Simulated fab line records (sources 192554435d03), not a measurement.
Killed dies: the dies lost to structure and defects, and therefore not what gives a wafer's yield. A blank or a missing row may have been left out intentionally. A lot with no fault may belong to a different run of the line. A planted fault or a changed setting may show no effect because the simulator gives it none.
8D (eight disciplines) problem report, filled in by code + flow n5_finfet + the parts of the form that need people (team, actions taken, sign-off) are left out

## 1. THE PROBLEM
Mean of spin_speed_rpm at N5_MOL_CONTACT_COAG_COAT_76: 1578.0 rpm across 6 wafers in 2 lots; on wafers with no fault it is 1500.2 rpm (standard deviation 0.88). Relative to the usual mean, that is a shift of +88 standard deviations.
The step: time 60 s, resist thk 10 nm.
First observed at day 7 05:46: wafer L219.2, on litho_track-01. At this step, 38 wafers from 13 lots have a number in the record. By rule, "out" or "out of limits" means more than 4 standard deviations away from the usual mean. All remaining wafers that have a number are taken as sound.

## 2. WHAT IT IS, WHAT IT ISN'T
| question                    | is                     | is not                                                                                       |
|-----------------------------|------------------------|----------------------------------------------------------------------------------------------|
| which readings at this step | spin_speed_rpm         | -                                                                                            |
| which lots                  | L219, L220             | L210, L211, L212, L213, L215, L216, L229, L230, L231, L232, L233                             |
| which wafers of those lots  | all that have a number | -                                                                                            |
| read on which tools         | litho_track-01         | litho_track-02, litho_track-05                                                               |
| when                        | from day 7 05:46       | up to then (17 sound wafers); but 15 sound wafers of L229, L230, L231, L232, L233 came after |

## 3. THE SUSPECTS, EACH WITH WHAT RULES IT OUT
Counting: a tool at a process step up to the reading stays a suspect if it ran every lot that is out and no sound lot after the first of them.
- ald_metal-04 at N5_MOL_CONTACT_COAG_ALD_20 (deposits TiN, target thk 1.5 nm, pulse time 1 s, purge time 3 s): kept. All lots that are out passed through it, beginning with L219 at day 6 21:53, and no sound lot followed; its final sound lot before that point was L212 at day 5 10:17.
- rtp_anneal-01 at N5_MOL_CONTACT_COAG_SIL_ANNEAL_21 (time 60 s): ruled out as a lasting fault. Sound lots L229, L232 ran on it after its first lot that is out, L219 (day 6 22:19).
- litho_track-01 at N5_MOL_CONTACT_COAG_COAT_76 (time 60 s, resist thk 10 nm): ruled out as a lasting fault. Sound lots L230 ran on it after its first lot that is out, L219 (day 7 05:46).
After counting, what remains is ald_metal-04 at N5_MOL_CONTACT_COAG_ALD_20.

## 4. THE CAUSE (what the simulator had put in)
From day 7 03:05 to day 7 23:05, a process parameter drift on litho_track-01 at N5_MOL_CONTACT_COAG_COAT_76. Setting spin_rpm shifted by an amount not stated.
Counting ruled it out, wrongly.

## 5. SEQUENCE OF EFFECTS, ordered by route
Each row: a reading where the mean over the struck wafers with a number is more than 3 standard deviations away from the usual. Only readings for which the record gives a usual standard deviation are gone through. hours: the time from each lot's start at the first step in this table that gives one to its start at this step, as a median over the lots. sigmas: the change in usual standard deviations.
| hours | step                        | reading        | usual      | on struck wafers | change | sigmas |
|-------|-----------------------------|----------------|------------|------------------|--------|--------|
| 0     | N5_MOL_CONTACT_COAG_COAT_76 | spin_speed_rpm | 1500.2 rpm | 1578.0           | +77.8  | +88    |
It contains these process steps:
- N5_MOL_CONTACT_COAG_COAT_76: time 60 s, resist thk 10 nm.

## 6. WHAT WOULD HAVE CAUGHT IT SOONER
The fault began at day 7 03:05; the first out-of-limits reading in this record came at day 7 05:46, 3 hours later.
